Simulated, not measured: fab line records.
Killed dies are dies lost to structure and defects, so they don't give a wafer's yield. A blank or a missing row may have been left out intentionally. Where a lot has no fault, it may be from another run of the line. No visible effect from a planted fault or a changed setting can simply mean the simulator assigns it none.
fab line records    flow n5-finfet
record: lots: 7  wafers: 21
route steps=1938 shown FIN_SAQP@94 DUMMY_GATE@228 SD_EPI_N@288
start-h: hours from the record's opening day to when the first of the lot's shown wafers began    wait-h: hours elapsed since this lot's preceding step    " repeats the value in the row above    L1.1+2: one row covering several wafers at once    - no value, or no start was given    * or withheld: withheld    < > ~ a bound
route shown NAME@n: a module of which the file shows steps, and the number in the route of the first    usual: the fault-free wafers' mean and standard deviation    same: alike in all rows    chamber/n: place in a boat    sites: readings site by site    _std_site: standard deviation of those values    _edge_site: inner sites' mean taken away from outer sites' mean    radius-mm: for every site, how far away it sits from the centre of the wafer    mask NAME#n: copy n    behind: the tool/chamber that last shaped the wafer    hold: the reason the lot was held/the length of the hold in hours/how it ended    device: which transistor (n, p or np) failed to switch    end of line: the tests these same wafers got at the end of their route    a step without rows: its recipe alone    killed: dies that structure and defects cost at the first sort, which is not the same as the wafer's yield    map: the dies of a wafer, with x for killed, . for not killed, _ for no die there
set.NAME: the setting the step ran with; set.NAME@STEP: the setting that earlier step ran with    model.NAME: the simulator's own value behind a step, which no gauge read
one table per step and one row per wafer, for lots whose settings were changed on purpose
== steps ==
step: N5_FIN_SAQP_ALD_61
recipe: material: SiO2  target-thk-a: 40  temp-c: 300  ald-precursor-family: BDEAS  ald-co-reactant: O2-plasma  pulse-time-s: 1  purge-time-s: 2  co-reactant-purge-time-s: 2  ald-cycles: 43  pressure-torr: 2
lot.wafer  tool        chamber  start-h  wait-h  set.temp-c  model.SiO2_of_FIN_SAQP_ALD_61.thk-nm
L078.1     ald-sin-01  3        45.66    0.0     300         3.995
L078.4     "           2        "        "       300         4.012
L078.5     "           3        "        "       290.2       4.133
L085.2     ald-sin-01  3        86.94    0.0     300         3.993
L085.4     "           1        "        "       300         4.005
L085.6     "           1        "        "       300         3.988
L086.1     ald-sin-01  1        91.94    0.1     300         4.005
L086.3     "           3        "        "       305.5       3.938
L086.6     "           2        "        "       305.5       3.956
L087.2     ald-sin-03  1        99.56    0.8     300         3.989
L087.3     "           2        "        "       292.2       4.146
L087.6     "           3        "        "       292.2       4.126
L091.2     ald-sin-01  1        122.89   0.4     300         4.04
L091.3     "           0        "        "       300         3.972
L091.4     "           2        "        "       300         3.985
L095.1     ald-sin-01  2        146.73   0.0     305.8       3.942
L095.2     "           0        "        "       300         3.975
L095.3     "           1        "        "       300         3.996
L097.1     ald-sin-01  3        158.38   0.0     300         3.972
L097.2     "           2        "        "       294.7       4.064
L097.4     "           1        "        "       300         3.988
step: N5_FIN_SAQP_HM_DEP_03
recipe: material: SiNx  target-thk-a: 380  temp-c: 400  precursor: SiH4/NH3/N2  pressure-torr: 1.5  rf-w: 300  time-s: 33.6
lot.wafer  tool      chamber  start-h  wait-h  set.time-s  model.SiNx_of_FIN_SAQP_HM_DEP_03.thk-nm
L078.1     pecvd-01  1        46.22    0.2     36.05       39.89
L078.4     "         0        "        "       33.6        37.82
L078.5     "         1        "        "       36.05       40.34
L085.2     pecvd-03  0        87.55    0.3     33.6        36.98
L085.4     "         1        "        "       33.6        37.36
L085.6     "         2        "        "       33.6        37.05
L086.1     pecvd-03  1        92.37    0.2     30.04       32.77
L086.3     "         2        "        "       33.6        37.23
L086.6     "         1        "        "       33.6        37.17
L087.2     pecvd-01  2        100.22   0.2     31.9        36.25
L087.3     "         0        "        "       33.6        37.54
L087.6     "         0        "        "       33.6        38.3
L091.2     pecvd-03  1        123.43   0.2     33.6        37.41
L091.3     "         0        "        "       29.09       32.77
L091.4     "         1        "        "       33.6        37.69
L095.1     pecvd-02  1        147.28   0.2     33.6        37.9
L095.2     "         0        "        "       33.6        37.75
L095.3     "         1        "        "       33.6        38.46
L097.1     pecvd-01  2        158.80   0.2     28.67       32.74
L097.2     "         0        "        "       33.6        38.52
L097.4     "         1        "        "       33.6        38.11
step: N5_FIN_SAQP_THK_MEAS_05
usual: thk-nm: 37.7/0.54
lot.wafer  tool           chamber  start-h  wait-h  set.time-s@FIN_SAQP_HM_DEP_03  thk-nm
L078.1     film-metro-02  -        46.31    0.1     36.05                          39.9
L078.4     "              -        "        "       33.6                           37.8
L078.5     "              -        "        "       36.05                          40.4
L085.2     film-metro-01  -        87.64    0.1     33.6                           37.0
L085.4     "              -        "        "       33.6                           37.4
L085.6     "              -        "        "       33.6                           37.0
L086.1     film-metro-01  -        92.48    0.1     30.04                          32.8
L086.3     "              -        "        "       33.6                           37.2
L086.6     "              -        "        "       33.6                           37.2
L087.2     film-metro-02  -        100.30   0.1     31.9                           36.3
L087.3     "              -        "        "       33.6                           37.5
L087.6     "              -        "        "       33.6                           38.3
L091.2     film-metro-01  -        123.52   0.1     33.6                           37.4
L091.3     "              -        "        "       29.09                          32.8
L091.4     "              -        "        "       33.6                           37.6
L095.1     film-metro-02  -        147.39   0.1     33.6                           37.9
L095.2     "              -        "        "       33.6                           37.8
L095.3     "              -        "        "       33.6                           38.5
L097.1     film-metro-02  -        158.88   0.1     28.67                          32.7
L097.2     "              -        "        "       33.6                           38.6
L097.4     "              -        "        "       33.6                           38.1
step: N5_FIN_SAQP_ETCH_51
recipe: chemistry: CF4  target: SiARC  target-depth-a: 455  mask-material: CAR-ArF  time-s: 75.8  ion-energy-ev: 80  pressure-mtorr: 40  source-w: 545  bias-w: 36  Ar_flow_sccm: 100  cf4-flow-sccm: 100  ends: cleared
lot.wafer   tool         chamber  start-h  wait-h  set.cf4-flow-sccm
L078.1      rie-diel-05  0        47.01    0.0     100
L078.4+5    "            2,0      "        "       108
L085.2+4+6  rie-diel-06  3,0,1    88.34    0.0     100
L086.1+3    rie-diel-05  3,2      93.49    0.0     119.9
L086.6      "            1        "        "       100
L087.2+3+6  rie-diel-06  1,3,3    101.00   0.0     100
L091.2+3+4  rie-diel-05  2,1,0    124.38   0.0     114.3
L095.1+2+3  rie-diel-05  0,1,3    148.29   0.0     100
L097.1      rie-diel-05  3        159.78   0.0     100
L097.2+4    "            1,0      "        "       112
step: N5_FIN_SAQP_ETCH_52
recipe: chemistry: N2/H2  target: SOC  target-depth-a: 1000  overetch-a: 200  mask-material: SiARC  temp-c: 40  time-s: 150  ion-energy-ev: 200  pressure-mtorr: 30  source-w: 840  bias-w: 150  n2-flow-sccm: 200  h2-flow-sccm: 200  ends: end-point
step: N5_FIN_SAQP_STRIP_53
recipe: chemistry: N2/H2  temp-c: 40  n2-flow-sccm: 200  h2-flow-sccm: 200  rf-frequency-hz: 6e+07
step: N5_FIN_SAQP_MANDREL2_REMOVE_60
recipe: chemistry: HBr/Cl2/O2  bt-time-s: 10  target: a-Si  stop-on: SiNx  endpoint: OES-SiCl  over-etch-frac: 1  icp-w: 600  bias-w: 22  HBr_flow_sccm: 150  Cl2_flow_sccm: 80  O2_flow_sccm: 5  pressure-mtorr: 10
step: N5_FIN_SAQP_HM_OPEN_33
recipe: chemistry: CH3F/O2  target: SiNx  mask-material: SiO2  target-depth-a: 494  time-s: 70.6  pressure-mtorr: 30  source-w: 395  bias-w: 73  Ar_flow_sccm: 150  CH3F_flow_sccm: 30  O2_flow_sccm: 20  ion-energy-ev: 120  ends: cleared
usual: etch-rf-on-time-s: 69.0/1.6
lot.wafer  tool         chamber  start-h  wait-h  set.time-s@FIN_SAQP_HM_DEP_03  etch-rf-on-time-s  model.etch.depth-nm
L078.1     rie-diel-05  0        53.33    0.0     36.05                          75.7               39.26
L078.4     "            2        "        "       33.6                           70.6               37.09
L078.5     "            1        "        "       36.05                          75.0               39.72
L085.2     rie-diel-05  2        92.21    0.0     33.6                           68.6               36.27
L085.4     "            3        "        "       33.6                           69.3               36.73
L085.6     "            1        "        "       33.6                           67.5               36.34
L086.1     rie-diel-05  0        97.20    0.1     30.04                          60.9               32.12
L086.3     "            1        "        "       33.6                           68.2               36.61
L086.6     "            2        "        "       33.6                           69.8               36.51
L087.2     rie-diel-02  2        105.58   0.0     31.9                           67.1               35.52
L087.3     "            3        "        "       33.6                           68.1               36.91
L087.6     "            0        "        "       33.6                           68.3               37.67
L091.2     rie-diel-06  2        128.25   0.2     33.6                           68.1               36.71
L091.3     "            1        "        "       29.09                          59.9               32.14
L091.4     "            0        "        "       33.6                           67.1               36.94
L095.1     rie-diel-02  3        152.38   0.0     33.6                           68.4               37.27
L095.2     "            2        "        "       33.6                           70.2               37.13
L095.3     "            1        "        "       33.6                           70.1               37.73
L097.1     rie-diel-05  2        163.77   0.0     28.67                          61.4               32
L097.2     "            0        "        "       33.6                           72.7               37.89
L097.4     "            1        "        "       33.6                           69.7               37.4
step: N5_FIN_SAQP_ETCH_34
recipe: chemistry: C4F6/O2  target: SiO2  target-depth-a: 450  time-s: 15  ion-energy-ev: 250  pressure-mtorr: 30  source-w: 345  bias-w: 185  Ar_flow_sccm: 300  C4F6_flow_sccm: 10  O2_flow_sccm: 10  ends: cleared
step: N5_FIN_SAQP_STRIP_77
recipe: chemistry: N2/H2  time-s: 90  power-w: 100  temp-c: 40  pressure-mtorr: 100  rf-frequency-hz: 6e+07  bias-power-w: 3  n2-flow-sccm: 300  h2-flow-sccm: 300
step: N5_FIN_SAQP_ETCH_64
recipe: chemistry: CF4  target: SiO2  target-depth-a: 15  ion-energy-ev: 350  pressure-mtorr: 10  icp-w: 800  bias-w: 400  cf4-flow-sccm: 80
lot.wafer  tool       chamber  start-h  wait-h  set.time-s@FIN_SAQP_HM_DEP_03  model.SiNx_of_FIN_SAQP_HM_DEP_03.thk-nm
L078.1     rie-si-03  3        53.60    0.0     36.05                          34.6
L078.4     "          2        "        "       33.6                           32.4
L078.5     "          1        "        "       36.05                          34.8
L085.2     rie-si-01  0        92.47    0.0     33.6                           31.4
L085.4     "          2        "        "       33.6                           31.8
L085.6     "          0        "        "       33.6                           31.6
L086.1     rie-si-03  2        97.46    0.0     30.04                          27.4
L086.3+6   "          1,3      "        "       33.6                           31.8
L087.2     rie-si-03  1        105.86   0.0     31.9                           30.6
L087.3     "          0        "        "       33.6                           32.2
L087.6     "          3        "        "       33.6                           33
L091.2     rie-si-01  1        128.52   0.0     33.6                           32
L091.3     "          2        "        "       29.09                          27.4
L091.4     "          0        "        "       33.6                           32.2
L095.1     rie-si-03  0        152.64   0.0     33.6                           32.6
L095.2     "          1        "        "       33.6                           32.2
L095.3     "          3        "        "       33.6                           33
L097.1     rie-si-04  0        164.03   0.0     28.67                          27.2
L097.2     "          2        "        "       33.6                           33.2
L097.4     "          3        "        "       33.6                           32.6
step: N5_DUMMY_GATE_EXPOSE_12
recipe: mask-id: GATE  na: 0.33  source-shape: annular  sigma-inner: 0.2  sigma-outer: 0.6  polarization: unpolarized  target-cd-nm: 25  dose-mj: 34
lot.wafer   tool            chamber  start-h  wait-h  mask    set.dose-mj
L078.1+4+5  euv-scanner-01  0        72.63    -       GATE#0  34
L085.2+4+6  euv-scanner-02  0        117.48   -       GATE#0  34
L086.1+3+6  euv-scanner-02  0        128.41   -       GATE#0  34
L087.2+6    euv-scanner-02  0        131.38   -       GATE#0  34
L087.3      "               0        "        "       GATE#0  31.7
L091.2+4    euv-scanner-01  0        153.78   -       GATE#0  34
L091.3      "               0        "        "       GATE#0  34.8
L095.1+2+3  euv-scanner-02  0        172.74   -       GATE#0  32.61
L097.1+2+4  euv-scanner-02  0        190.50   -       GATE#0  34
step: N5_DUMMY_GATE_PEB_13
recipe: peb-temp-c: 100  peb-time-s: 60  resist: CAR-EUV
step: N5_DUMMY_GATE_DEVELOP_14
recipe: develop-time-s: 30  developer: TMAH  resist: CAR-EUV  rinse-liquid: surfactant-rinse  dry: air-spin  dev-temp-c: 23
step: N5_DUMMY_GATE_CD_MEAS_15
recipe: target-cd-nm: 25.8  landing-energy-ev: 500  detector: se-inlens
usual: cd-nm: 25.05/0.21
lot.wafer  tool       chamber  start-h  wait-h  set.dose-mj@DUMMY_GATE_EXPOSE_12  cd-nm
L078.1     cd-sem-01  0        72.76    -       34                                25.16
L078.4     "          0        "        "       34                                25.20
L078.5     "          0        "        "       34                                25.34
L085.2     cd-sem-02  0        117.60   -       34                                25.32
L085.4     "          0        "        "       34                                25.29
L085.6     "          0        "        "       34                                25.00
L086.1     cd-sem-01  0        128.54   -       34                                25.12
L086.3     "          0        "        "       34                                25.22
L086.6     "          0        "        "       34                                25.27
L087.2     cd-sem-02  0        131.50   -       34                                25.23
L087.3     "          0        "        "       31.7                              26.47
L087.6     "          0        "        "       34                                25.24
L091.2     cd-sem-03  0        153.90   -       34                                25.12
L091.3     "          0        "        "       34.8                              24.73
L091.4     "          0        "        "       34                                25.27
L095.1     cd-sem-03  0        172.87   -       32.61                             25.69
L095.2     "          0        "        "       32.61                             26.17
L095.3     "          0        "        "       32.61                             25.91
L097.1     cd-sem-02  0        190.63   -       34                                24.93
L097.2     "          0        "        "       34                                25.07
L097.4     "          0        "        "       34                                25.12
step: N5_DUMMY_GATE_ETCH_37
recipe: chemistry: N2/H2  target: SOC  target-depth-a: 600  overetch-a: 300  temp-c: 40  ion-energy-ev: 200  pressure-mtorr: 30  source-w: 840  bias-w: 150  n2-flow-sccm: 200  h2-flow-sccm: 200
usual: rf-vpp-V: 523.5/2.4
lot.wafer  tool         chamber  start-h  wait-h  set.source-w  rf-vpp-V  model.SiARC_of_DUMMY_GATE_COAT_35.thk-nm
L078.1     rie-diel-04  3        73.03    0.0     840           521.5     5
L078.4     "            0        "        "       840           523.3     5
L078.5     "            0        "        "       840           524.4     5
L085.2     rie-diel-01  0        118.05   0.0     840           522.8     5
L085.4     "            1        "        "       840           521.0     5
L085.6     "            3        "        "       840           527.6     5
L086.1     rie-diel-03  3        128.82   0.0     709.4         552.8     5.6
L086.3     "            0        "        "       840           524.1     5
L086.6     "            0        "        "       709.4         553.3     5.6
L087.2     rie-diel-03  1        131.83   0.0     840           524.0     4.8
L087.3     "            2        "        "       840           524.9     4.8
L087.6     "            1        "        "       840           525.2     5
L091.2     rie-diel-04  2        154.18   0.0     904.5         512.0     4.6
L091.3     "            0        "        "       840           523.0     4.8
L091.4     "            3        "        "       840           521.5     4.8
L095.1     rie-diel-03  2        173.15   0.0     904.9         512.1     4.6
L095.2     "            1        "        "       904.9         512.3     4.8
L095.3     "            3        "        "       840           523.7     5.2
L097.1     rie-diel-01  0        190.91   0.0     840           522.2     5.2
L097.2     "            3        "        "       840           527.1     5
L097.4     "            0        "        "       773.8         536.9     5.4
step: N5_SD_EPI_N_EPI_21
recipe: material: Si:P  dopant: P  temp-c: 680  pressure-torr: 255  time-s: 690
lot.wafer  tool          chamber  start-h  wait-h  set.time-s  model.Si-P_of_SD_EPI_N_EPI_21.thk-nm
L078.1     epi-rpcvd-02  0        77.24    0.3     690         59
L078.4     "             0        78.74    1.6     690         59.4
L078.5     "             0        "        "       690         58.8
L085.2     epi-rpcvd-01  0        122.88   0.5     690         59
L085.4+6   "             0        "        "       690         59.2
L086.1     epi-rpcvd-02  0        132.46   0.1     690         59
L086.3     "             0        "        "       690         59.2
L086.6     "             0        "        "       648.1       56.6
L087.2+3   epi-rpcvd-01  0        136.27   0.5     690         58.4
L087.6     "             0        137.76   1.9     735.5       60.4
L091.2     epi-rpcvd-02  0        158.25   0.4     690         59
L091.3     "             0        "        "       690         60.4
L091.4     "             0        "        "       690         60
L095.1     epi-rpcvd-04  0        177.21   0.2     690         59.2
L095.2+3   "             0        "        "       690         58
L097.1     epi-rpcvd-01  0        195.13   0.2     690         57.4
L097.2     "             0        "        "       821.9       66.6
L097.4     "             0        "        "       821.9       65.6
step: N5_SD_EPI_N_EPI_MEAS_23
recipe: mode: xrd
usual: thk-nm: 59.0/1.1
lot.wafer  tool           chamber  start-h  wait-h  set.time-s@SD_EPI_N_EPI_21  thk-nm
L078.1     film-metro-02  -        80.26    2.5     690                         59.2
L078.4     "              -        "        "       690                         60.0
L078.5     "              -        "        "       690                         56.9
L085.2     film-metro-01  -        124.81   1.5     690                         59.0
L085.4     "              -        "        "       690                         58.7
L085.6     "              -        "        "       690                         59.4
L086.1     film-metro-01  -        134.18   1.4     690                         59.1
L086.3     "              -        "        "       690                         60.1
L086.6     "              -        "        "       648.1                       57.1
L087.2     film-metro-02  -        138.17   1.5     690                         58.2
L087.3     "              -        "        "       690                         59.2
L087.6     "              -        "        "       735.5                       61.2
L091.2     film-metro-02  -        159.68   1.2     690                         58.9
L091.3     "              -        "        "       690                         60.6
L091.4     "              -        "        "       690                         61.0
L095.1     film-metro-02  -        179.49   1.9     690                         58.8
L095.2     "              -        "        "       690                         58.3
L095.3     "              -        "        "       690                         60.0
L097.1     film-metro-01  -        197.40   1.9     690                         59.1
L097.2     "              -        "        "       821.9                       67.5
L097.4     "              -        "        "       821.9                       65.4
== key ==
split: step: N5_FIN_SAQP_ALD_61  setting: temp-c  stated: 300  by: wafer
response: step: N5_FIN_SAQP_ALD_61  reading: model.SiO2_of_FIN_SAQP_ALD_61.thk-nm  change: -0.0415  per: 1%  r: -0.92
split: step: N5_FIN_SAQP_HM_DEP_03  setting: time-s  stated: 33.6  by: wafer
response: step: N5_FIN_SAQP_HM_DEP_03  reading: model.SiNx_of_FIN_SAQP_HM_DEP_03.thk-nm  change: +0.372  per: 1%  r: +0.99
response: step: N5_FIN_SAQP_THK_MEAS_05  reading: thk-nm  change: *  per: 1%  r: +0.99
response: step: N5_FIN_SAQP_HM_OPEN_33  reading: etch-rf-on-time-s  change: *  per: 1%  r: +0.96
response: step: N5_FIN_SAQP_HM_OPEN_33  reading: model.etch.depth-nm  change: +0.374  per: 1%  r: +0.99
response: step: N5_FIN_SAQP_ETCH_64  reading: model.SiNx_of_FIN_SAQP_HM_DEP_03.thk-nm  change: +0.376  per: 1%  r: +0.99
split: step: N5_FIN_SAQP_ETCH_51  setting: cf4-flow-sccm  stated: 100  by: wafer
response none clear
split: step: N5_DUMMY_GATE_EXPOSE_12  setting: dose-mj  stated: 34  by: wafer
response: step: N5_DUMMY_GATE_CD_MEAS_15  reading: cd-nm  change: -0.186  per: 1%  r: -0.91
split: step: N5_DUMMY_GATE_ETCH_37  setting: source-w  stated: 840  by: wafer
response: step: N5_DUMMY_GATE_ETCH_37  reading: rf-vpp-V  change: -1.69  per: 1%  r: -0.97
response: step: N5_DUMMY_GATE_ETCH_37  reading: model.SiARC_of_DUMMY_GATE_COAT_35.thk-nm  change: -0.0405  per: 1%  r: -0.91
split: step: N5_SD_EPI_N_EPI_21  setting: time-s  stated: 690  by: wafer
response: step: N5_SD_EPI_N_EPI_21  reading: model.Si-P_of_SD_EPI_N_EPI_21.thk-nm  change: +0.437  per: 1%  r: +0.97
response: step: N5_SD_EPI_N_EPI_MEAS_23  reading: thk-nm  change: *  per: 1%  r: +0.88
